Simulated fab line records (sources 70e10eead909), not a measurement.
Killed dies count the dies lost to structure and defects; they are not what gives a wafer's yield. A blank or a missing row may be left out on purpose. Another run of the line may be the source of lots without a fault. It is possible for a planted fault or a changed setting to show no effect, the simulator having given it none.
Which of the tools did it?	flow nand-harc	12 lots with 36 wafers sampled at 6 steps, on a route of 1159 steps

WHAT THE GAUGES SHOWED, per wafer
NHARC_HYBRID_BOND_INSPECT_06: inspects for defects (ir void). Usual: raw-defect-count at 30, with a standard deviation of 12.
lot	measured	on	raw-defect-count	flag
L897	day 19 01:58	defect-inspect-02	15 12 21	
L898	day 19 01:59	defect-inspect-01	26 21 25	
L896	day 19 01:59	defect-inspect-02	29 24 18	
L900	day 19 16:49	defect-inspect-02	11 17 13	
L903	day 19 16:49	defect-inspect-01	14 17 15	
L901	day 19 21:40	defect-inspect-02	42 36 31	
L902	day 21 03:10	defect-inspect-02	23 36 31	
L905	day 21 20:25	defect-inspect-01	31 26 39	
L913	day 23 00:26	defect-inspect-01	47 55 36	
L912	day 23 12:48	defect-inspect-01	48 39 41	
L918	day 23 21:11	defect-inspect-02	20 21 20	
L917	day 24 12:06	defect-inspect-01	26 18 20	

NHARC_THIN_TSV_INSPECT_40. Usual: raw-defect-count at 464, with a standard deviation of 85.
lot	measured	on	raw-defect-count	flag
L897	day 19 15:47	defect-inspect-01	523 429 427	
L898	day 19 20:01	defect-inspect-01	535 478 459	
L896	day 19 20:01	defect-inspect-02	363 389 526	
L900	day 20 10:11	defect-inspect-01	379 395 405	
L903	day 20 10:11	defect-inspect-01	411 476 445	
L901	day 20 13:49	defect-inspect-02	354 464 438	
L902	day 21 17:41	defect-inspect-02	403 709 420	
L905	day 22 11:06	defect-inspect-02	530 522 513	
L913	day 23 15:05	defect-inspect-01	395 354 405	
L912	day 24 03:24	defect-inspect-02	429 945 415	
L918	day 24 11:51	defect-inspect-01	414 513 490	
L917	day 25 02:28	defect-inspect-01	499 558 425	

NHARC_END_SORT_01. Usual: defect-limited-yield 95.8 %, standard deviation 1.3; killed-at-array 24, standard deviation 8.7; killed-at-other 0.8, standard deviation 1.2; killed-at-periphery 3.6, standard deviation 2.3; killed-dies 28, standard deviation 8.9; killed-open 3.2, standard deviation 1.9; killed-short 2.0, standard deviation 1.6; sort_bin_2_pct 1.3 %, standard deviation 0.57; sort_bin_3_pct 0.22 %, standard deviation 0.19; sort_bin_4_pct 2.7 %, standard deviation 0.89; sort-n-pass 649, standard deviation 8.9; sort-rim-yield-pct 95 %, standard deviation 3.1; sort-yield-pct 95.8 %, standard deviation 1.3.
lot	measured	on	defect-limited-yield (%)	killed-at-array	killed-at-other	killed-at-periphery	killed-dies	killed-open	killed-short	sort_bin_2_pct (%)	sort_bin_3_pct (%)	sort_bin_4_pct (%)	sort-n-pass	sort-rim-yield-pct (%)	sort-yield-pct (%)	flag
L897	day 20 09:25	prober-01	98.2 97.8 97.3	12 14 18	0 0 0	0 1 0	12 15 18	1 3 2	0 2 0	0.3 1.6 0.6	0.15 0 0.30	1.3 0.6 1.8	665 662 659	97 95 97	98.2 97.8 97.3	
L898	day 20 16:23	prober-01	95.3 97.2 96.8	26 18 17	1 0 0	5 1 5	32 19 22	3 5 6	6 1 0	1.3 0.9 0.9	0.30 0.15 0.30	3.1 1.8 2.1	645 658 655	97 93 92	95.3 97.2 96.8	
L900	day 21 00:05	prober-01	97.9 97.5 97.6	10 13 11	0 0 1	4 4 4	14 17 16	5 4 4	0 1 1	1.0 0.6 1.0	0 0.15 0	1.0 1.8 1.3	663 660 661	98 98 99	97.9 97.5 97.6	
L905	day 22 14:58	prober-02	94.5 96.6 94.2	27 18 29	4 2 3	6 3 7	37 23 39	5 5 2	3 2 2	1.5 1.3 2.1	0.44 0 0	3.5 2.1 3.7	640 654 638	97 94 94	94.5 96.6 94.2	
L912	day 24 09:53	prober-02	93.6 90.5 96.0	37 21 23	0 34 0	6 9 4	43 64 27	0 3 1	3 1 2	0.7 4.1 1.3	0.74 1.62 0.15	4.9 3.7 2.5	634 613 650	95 83 92	93.6 90.5 96.0	OFF
L917	day 25 09:14	prober-02	95.6 96.8 96.8	25 15 16	3 3 3	2 4 3	30 22 22	4 3 3	1 2 0	1.9 0.7 0.9	0.15 0.15 0.15	2.4 2.4 2.2	647 655 655	94 94 92	95.6 96.8 96.8	

TOOL THAT RAN EACH LOT (tool first, then ch and the chambers of the sampled wafers, then the start)
lot	NHARC_THIN_TSV_ETCHBACK_48	NHARC_THIN_TSV_STRIP_56	NHARC_THIN_TSV_STRIP_57
L897	rie-diel-01 ch 0,2,3, day 19 08:47	plasma-asher-01 ch 0,1, day 19 13:13	wet-bench-08 ch 0,1,7, day 19 13:35
L898	rie-diel-12 ch 2,3, day 19 10:30	plasma-asher-01 ch 0,1, day 19 14:50	wet-bench-08 ch 2,3,5, day 19 15:10
L896	rie-diel-12 ch 1,3, day 19 12:10	plasma-asher-02 ch 0,1, day 19 16:38	wet-bench-10 ch 4,5,6, day 19 17:01
L900	rie-diel-01 ch 0,1,2, day 19 22:02	plasma-asher-02 ch 0,1, day 20 03:41	wet-bench-08 ch 0,2,6, day 20 04:02
L903	rie-diel-02 ch 0,1,3, day 20 00:41	plasma-asher-02 ch 0,1, day 20 05:33	wet-bench-10 ch 0,3,5, day 20 05:54
L901	rie-diel-12 ch 1,2, day 20 03:52	plasma-asher-01 ch 0,1, day 20 08:37	wet-bench-10 ch 2,3,6, day 20 08:55
L902	rie-diel-02 ch 0,2,3, day 21 08:13	plasma-asher-01 ch 0,1, day 21 12:30	wet-bench-08 ch 0,1,2, day 21 12:50
L905	rie-diel-12 ch 0,1,3, day 22 01:43	plasma-asher-01 ch 0,1, day 22 06:02	wet-bench-10 ch 3,4,5, day 22 06:26
L913	rie-diel-02 ch 0,2,3, day 23 05:46	plasma-asher-01 ch 0,1, day 23 10:05	wet-bench-10 ch 2,6,7, day 23 10:27
L912	rie-diel-12 ch 0,1,2, day 23 19:24	plasma-asher-01 ch 0,1, day 23 23:47	wet-bench-10 ch 2,3,6, day 24 00:07
L918	rie-diel-02 ch 0,1,3, day 24 03:26	plasma-asher-02 ch 0,1, day 24 07:43	wet-bench-08 ch 0,5,6, day 24 08:02
L917	rie-diel-02 ch 0,3, day 24 18:22	plasma-asher-02 ch 0,1, day 24 22:44	wet-bench-08 ch 1,2,6, day 24 23:02
- NHARC_THIN_TSV_ETCHBACK_48: etches the open film in C4F8/Ar, target depth 1028.5 nm, time 405.17 s.
- NHARC_THIN_TSV_STRIP_56: strips in O2.
- NHARC_THIN_TSV_STRIP_57: strips in post etch residue remover, time 1200 s.

AS READ BY THE TOOLS THEMSELVES (means over the sampled wafers that have a number; for cases with no such wafer, the mark the record gives instead)
NHARC_THIN_TSV_ETCHBACK_48. Usual: oes-product-au 0.95 a.u., standard deviation 0.034; rf-vpp-V 548 V, standard deviation 3.1.
lot	tool	oes-product-au (a.u.)	rf-vpp-V (V)	flag
L897	rie-diel-01	0.99	549	
L898	rie-diel-12	0.91	542	
L896	rie-diel-12	0.98	543	
L900	rie-diel-01	0.93	551	
L903	rie-diel-02	1.01	547	
L901	rie-diel-12	1.00	546	
L902	rie-diel-02	0.94	550	
L905	rie-diel-12	0.99	545	
L913	rie-diel-02	1.00	550	
L912	rie-diel-12	0.92	546	
L918	rie-diel-02	0.93	548	
L917	rie-diel-02	0.91	549	

NHARC_THIN_TSV_STRIP_56. Usual: drypump-motor-current-A 5.7 A, standard deviation 0.39; heater-power-w 339 W, standard deviation 38.
lot	tool	drypump-motor-current-A (A)	heater-power-w (W)	flag
L897	plasma-asher-01	5.8	337	
L898	plasma-asher-01	6.0	346	
L896	plasma-asher-02	5.5	359	
L900	plasma-asher-02	5.3	325	
L903	plasma-asher-02	5.3	323	
L901	plasma-asher-01	6.0	335	
L902	plasma-asher-01	5.8	327	
L905	plasma-asher-01	5.7	329	
L913	plasma-asher-01	6.0	334	
L912	plasma-asher-01	5.8	332	
L918	plasma-asher-02	5.3	331	
L917	plasma-asher-02	5.3	334	

THE ANSWER, worked out from the rows above alone
Rule: take the mean of a lot's wafers that have a number; if it is more than 3 standard deviations from the usual mean, the lot is off. A lot without any number at a reading at which 4 lots or more have one is off too. Where the step has rows for the other lots, those lots are counted as sound. The gauges are gone through in route order, then the tools' own readings, and for those a lot's mean is taken as printed above. At the first step where some lot is off, the reading lying furthest off is the one used; lots without a number count as furthest.
Off: L912, at NHARC_END_SORT_01 (killed-at-other). Neither off nor sound, because the step has no rows for them: L896, L903, L901, L902, L913, L918.
If a tool, at a process step before that reading, ran all the lots that are off and no sound lot after the first of them, it fits. Gauges at NHARC_END_SORT_01: tried the same way as those tools. Can't be told from this: 3 tools fit, rie-diel-12 at NHARC_THIN_TSV_ETCHBACK_48, plasma-asher-01 at NHARC_THIN_TSV_STRIP_56, wet-bench-10 at NHARC_THIN_TSV_STRIP_57.

WHAT THE SIMULATOR HAD INSERTED
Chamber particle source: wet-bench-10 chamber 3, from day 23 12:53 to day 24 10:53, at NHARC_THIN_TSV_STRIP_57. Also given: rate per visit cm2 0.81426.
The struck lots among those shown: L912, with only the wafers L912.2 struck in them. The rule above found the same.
